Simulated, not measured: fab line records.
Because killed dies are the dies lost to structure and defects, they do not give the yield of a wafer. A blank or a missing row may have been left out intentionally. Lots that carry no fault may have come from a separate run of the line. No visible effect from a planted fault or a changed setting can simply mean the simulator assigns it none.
Split-lot trial | flow n5 finfet | route with 1938 steps; 7 lots, 21 wafers read

## ABOUT THE SPLIT
At N5_BEOL_M4_PECVD_72 (deposits SiO2 from TEOS/O2, target thk 16 nm, time 18 s), the setting temp c was moved away from the recipe's 400 C on 6 of the 21 wafers read, by -4.1% to +4.4%. For the rest of the wafers, this setting stayed at what the recipe calls for.

## FROM THE SPLIT TO THE READING: what the file shows between them, 3 steps
- N5_BEOL_M4_HM_DEP_02: deposits TiN, target thk 20 nm
- N5_BEOL_M4_COAT_61: time 60 s, resist thk 60 nm
- N5_BEOL_M4_STRIP_97: strips in N2/H2, time 10 s

## THE READING
SiO2_of_BEOL_M4_PECVD_72.thk nm (the simulator's own value, which no gauge read), in nm, at N5_BEOL_M4_HM_STRIP_39 (strips TiN in peroxide tin strip, target depth 25 nm, time 158 s). The file gives no usual value for it. Across the 15 wafers here that went through the recipe, the average is 15.8 nm and the standard deviation 0.22 nm.

wafer  | tool, chamber at the split | temp c as run, C | against the recipe | SiO2_of_BEOL_M4_PECVD_72.thk nm, nm | against lot-mates on the recipe
L074.2 | pecvd-01, 0                | 412.4            | +3.1%              | 14.4                                | -1.4
L074.3 | pecvd-01, 1                | 412.4            | +3.1%              | 14.2                                | -1.6
L074.5 | pecvd-01, 1                | 400              | recipe             | 15.8                                | -
L086.3 | pecvd-01, 0,1              | 400              | recipe             | 16                                  | -
L086.5 | pecvd-01, 0,1              | 400              | recipe             | 16                                  | -
L086.6 | pecvd-01, 0                | 400              | recipe             | 16.2                                | -
L081.1 | pecvd-02, 1,0,0            | 400              | recipe             | 15.6                                | -
L081.2 | pecvd-02, 1,0,0            | 400              | recipe             | 15.8                                | -
L081.4 | pecvd-02, 1,0,0            | 400              | recipe             | 15.8                                | -
L090.2 | pecvd-01, 1                | 413              | +3.2%              | 14.2                                | -1.4
L090.6 | pecvd-01, 1                | 413              | +3.2%              | 14.2                                | -1.4
L090.3 | pecvd-01, 2                | 400              | recipe             | 15.6                                | -
L089.3 | pecvd-01, 1                | 400              | recipe             | 15.6                                | -
L089.4 | pecvd-01, 0                | 400              | recipe             | 16.4                                | -
L089.6 | pecvd-01, 1                | 400              | recipe             | 15.8                                | -
L087.3 | pecvd-01, 2                | 400              | recipe             | 15.8                                | -
L087.4 | pecvd-01, 1                | 400              | recipe             | 15.8                                | -
L087.5 | pecvd-01, 2                | 417.6            | +4.4%              | 14                                  | -1.8
L093.3 | pecvd-01, 1                | 400              | recipe             | 15.6                                | -
L093.4 | pecvd-01, 1                | 400              | recipe             | 15.8                                | -
L093.6 | pecvd-01, 2                | 383.6            | -4.1%              | 17.8                                | +2.1
Rows listing several chambers each stand for several wafers; the file does not say which wafer went through which chamber.

FIT RESULTS
A straight line over all 21 wafers: SiO2_of_BEOL_M4_PECVD_72.thk nm changes by -0.474 nm for each +1% of temp c; r = -0.97; the points scatter about the line by 0.21 nm.
The same after taking each lot's own level away (the mean of its wafers on the recipe; 21 wafers): -0.46 nm for each +1%; r = -0.98; scatter 0.17 nm.
On that fit, the largest move of temp c shifts the reading by 2 nm.
From 15.60 to 16.07 nm: that is the span of the lots' own levels, equal to 2.1 times the standard deviation above.
Hence the lot-to-lot level has little effect on the slope; both slopes agree.
Check: with one of the wafers moved furthest among these (+4.4%) left out of the fit, the line predicts -2.07 nm for it against its lot-mates. It came out at -1.8 nm against them.

## THESE WAFERS: OTHER SPLITS
These wafers also went through other splits before the reading. Each is held against what the fit with the lots' levels taken away leaves over:
other split on the same wafers | wafers away from the commonest value | r with SiO2_of_BEOL_M4_PECVD_72.thk nm (lot level and that fit taken away)
N5_BEOL_M3_EXPOSE_08 dose mj   | 5                                    | -0.39

## THE WHOLE CHAIN: every reading that the file lists as answering this split, in the file's order
step                   | what it does                                                     | reading                                                                          | change (the file's fit)               | r (the file's)
N5_BEOL_M4_PECVD_72    | deposits SiO2 from TEOS/O2, target thk 16 nm, time 18 s          | SiO2_of_BEOL_M4_PECVD_72.thk nm (the simulator's own value, which no gauge read) | -0.44 nm for each +1% of the setting  | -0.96
N5_BEOL_M4_HM_STRIP_39 | strips TiN in peroxide tin strip, target depth 25 nm, time 158 s | SiO2_of_BEOL_M4_PECVD_72.thk nm (the simulator's own value, which no gauge read) | -0.457 nm for each +1% of the setting | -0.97

## FILE'S OWN FIT
SiO2_of_BEOL_M4_PECVD_72.thk nm changes by -0.457 nm for each +1% of temp c, r = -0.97.
